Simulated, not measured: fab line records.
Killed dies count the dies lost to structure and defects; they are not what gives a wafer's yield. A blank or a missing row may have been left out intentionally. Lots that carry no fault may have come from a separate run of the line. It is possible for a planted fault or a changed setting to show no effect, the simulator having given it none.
What tool caused it? || flow nand_harc || 18 wafers from 6 lots sampled at 5 of the route's 1159 steps

WHAT EACH GAUGE READ, for each wafer
NHARC_END_SORT_01.
{"lot": "L566", "measured": "day 21 16:42", "on": "prober-01", "killed_at_array": "32 28 64"}

WHICH TOOL RAN EACH LOT (tool, then ch and the chambers of the sampled wafers, then the start)
{"lot": "L557", "NHARC_A_STAIRCASE_TRIM_12": "rie_diel-04 ch 0,2, day 11 04:26", "NHARC_A_BONDPAD_ETCH_24": "rie_diel-05 ch 1,3, day 19 05:23 or earlier", "NHARC_THIN_TSV_CMP_01": "cmp-02 ch 0,1,2, day 19 05:23", "NHARC_THIN_TSV_DEGAS_49": "pvd_sputter-01, day 19 09:19"}
{"lot": "L566", "NHARC_A_STAIRCASE_TRIM_12": "rie_diel-13 ch 1,2,3, day 13 02:00", "NHARC_A_BONDPAD_ETCH_24": "rie_diel-05 ch 2,3, day 21 01:29 or earlier", "NHARC_THIN_TSV_CMP_01": "cmp-04 ch 2,3, day 21 01:29", "NHARC_THIN_TSV_DEGAS_49": "pvd_sputter-01, day 21 05:39"}
{"lot": "L570", "NHARC_A_STAIRCASE_TRIM_12": "rie_diel-04 ch 0,1,3, day 14 19:22", "NHARC_A_BONDPAD_ETCH_24": "rie_diel-05 ch 0,2, day 22 12:18", "NHARC_THIN_TSV_CMP_01": "cmp-03 ch 0,2,3, day 23 05:23", "NHARC_THIN_TSV_DEGAS_49": "pvd_sputter-01, day 23 09:31"}
{"lot": "L575", "NHARC_A_STAIRCASE_TRIM_12": "rie_diel-13 ch 0,3, day 16 02:02", "NHARC_A_BONDPAD_ETCH_24": "rie_diel-05 ch 0,1,3, day 24 02:25 or earlier", "NHARC_THIN_TSV_CMP_01": "cmp-03 ch 1,3, day 24 02:25", "NHARC_THIN_TSV_DEGAS_49": "pvd_sputter-02, day 24 06:32"}
{"lot": "L577", "NHARC_A_STAIRCASE_TRIM_12": "rie_diel-04 ch 2,3, day 16 09:34", "NHARC_A_BONDPAD_ETCH_24": "rie_diel-06 ch 0,1,3, day 24 14:42 or earlier", "NHARC_THIN_TSV_CMP_01": "cmp-02 ch 0,2, day 24 14:42", "NHARC_THIN_TSV_DEGAS_49": "pvd_sputter-01, day 24 18:55"}
{"lot": "L579", "NHARC_A_STAIRCASE_TRIM_12": "rie_diel-04 ch 1,3, day 16 22:02", "NHARC_A_BONDPAD_ETCH_24": "rie_diel-06 ch 0,1,2, day 24 13:30 or earlier", "NHARC_THIN_TSV_CMP_01": "cmp-03 ch 0,1,2, day 24 13:30", "NHARC_THIN_TSV_DEGAS_49": "pvd_sputter-02, day 24 17:34"}
- NHARC_A_STAIRCASE_TRIM_12: chemistry O2, time 211.2 s.
- NHARC_A_BONDPAD_ETCH_24: etches the open film in CF4/N2, target depth 30 nm, time 72.99 s.
- NHARC_THIN_TSV_CMP_01: polishes.
- NHARC_THIN_TSV_DEGAS_49: time 120 s.

THE ANSWER, worked out from the rows above alone
Rule: the usual values come from the lots themselves. The widest of any qualifying gaps counts: lots, ordered by their means at a reading, are off when they make up no more than a third of the lots, leave a main group of 4 or more, and stand apart from it by 3 or more times the standard deviation of that group's means. A main group is skipped when, at the precision printed for the reading in the tables above, its means are all equal. Also off: a lot with no number at a reading for which 4 or more lots have one. Any other lot the step has rows for is counted as sound.
Across all readings shown, no lot is off: no conclusion can be drawn from this.

WHAT THE SIMULATOR PUT IN
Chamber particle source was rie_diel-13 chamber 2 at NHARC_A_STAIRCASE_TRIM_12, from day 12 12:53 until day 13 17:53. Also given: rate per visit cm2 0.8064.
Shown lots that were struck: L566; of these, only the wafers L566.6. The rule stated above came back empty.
